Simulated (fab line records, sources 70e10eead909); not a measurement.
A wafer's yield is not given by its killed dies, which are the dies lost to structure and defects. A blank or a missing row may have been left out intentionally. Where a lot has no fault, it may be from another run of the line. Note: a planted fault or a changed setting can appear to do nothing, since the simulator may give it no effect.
A lot that was struck, set against a sound lot | flow nandHarc | 10 out of 1302 route steps
Sound: the wafers L961.1, L961.2, L961.6. Wafers struck: L972.1, L972.2, L972.6. The cause is given at the end.
Each step with rows lists, per side, the tool, then ch with its chambers, then its first start. Under that, the readings that differ: sound wafers | struck wafers | difference of the means | sigmas: that difference in standard deviations of wafers without a fault.
alike: same words and numbers on both sides, and readings whose means sit less than 2 such deviations apart. not compared: any withheld reading, any reading some wafer has no value for, any bound like >300 that may hide the same value, and any number with overlapping values for which the record gives no deviation.
Wherever a step has rows on one side only, a row that says differs or no value, or a row with sigmas, the two part there. Numbers that don't overlap but have no deviation are shown without sigmas and don't part them. A reading missing from all wafers of one side parts the sides only when that side holds two or more wafers.

first, 1 step without rows for these wafers: NHARC_A_WL_FILL_CVD_23 (deposits poly-Si, target thk 40 nm, time 800 s).
NHARC_A_WL_FILL_ETCHBACK_26: etches the open film in HBr, target depth 52 nm, time 13.3 s.
  sound on rieSi-04 ch 0,1,3, day 22 09:24; struck on rieSi-04 ch 2,3, day 26 19:35
  alike: drypumpMotorCurrentA, oesProductAu, rfFwdPowerW, throttleValvePct
  not compared: rfHoursCounterH
then, 2 steps without rows for these wafers: NHARC_A_WL_FILL_PRECLEAN_30 (cleans in dHF, time 10 s); NHARC_A_WL_FILL_SRD_14.
NHARC_A_WL_FILL_ALD_19: deposits TiN, target thk 2 nm, pulse time 3 s, ald cycles 100.
  sound on aldMetal-01 ch 0,1, day 22 09:42; struck on aldMetal-04 ch 0,1,2, day 26 19:51
  alike: heaterPowerOuterW, heaterPowerW, precursorPulseHeightRel
NHARC_A_WL_FILL_CVD_20: deposits W, target thk 100 nm, time 74 s.
  sound on cvdW-02 ch 0,1; struck on cvdW-02 ch 0,1
  alike: heaterPowerOuterW, heaterPowerW, throttleValvePct
NHARC_A_WL_FILL_CMP_12: polishes, t overpolish 30 s, target thk 100 nm.
  sound on cmp-02 ch 1,2,3, day 22 10:07; struck on cmp-04 ch 1,2,3, day 26 20:14
  alike: motorCurrentA, overpolishRunS, retainingRingPressureFrac, timeToEndpointS
next, for these wafers, 1 step has no rows: NHARC_A_WL_FILL_SRD_31.
NHARC_A_WL_FILL_INSPECT_15:
  sound on defectInspect-02 at day 22 10:36; struck on defectInspect-01 at day 26 20:44
  alike: rawDefectCount
NHARC_A_CONTACT_DEP_24: deposits SiO2, target thk 500 nm.
  sound on pecvd-02 ch 0,2, day 22 10:40; struck on pecvd-03 ch 0,1, day 26 20:47
reading                 | sound             | struck            | difference | sigmas
mfcPrecursorSccm (sccm) | 161.0 162.0 161.6 | 204.1 204.1 204.0 | +42.5      | +87
throttleValvePct (%)    | 17.0 16.7 17.0    | 15.1 16.5 14.7    | -1.5       | -2
  alike: heaterPowerOuterW, heaterPowerW, rfFwdPowerW

## WHERE THEY PART
Within this record, at NHARC_A_CONTACT_DEP_24 only.

WHY: the cause the simulator had injected
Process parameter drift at NHARC_A_CONTACT_DEP_24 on pecvd-03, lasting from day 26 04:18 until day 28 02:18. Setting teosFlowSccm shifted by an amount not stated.
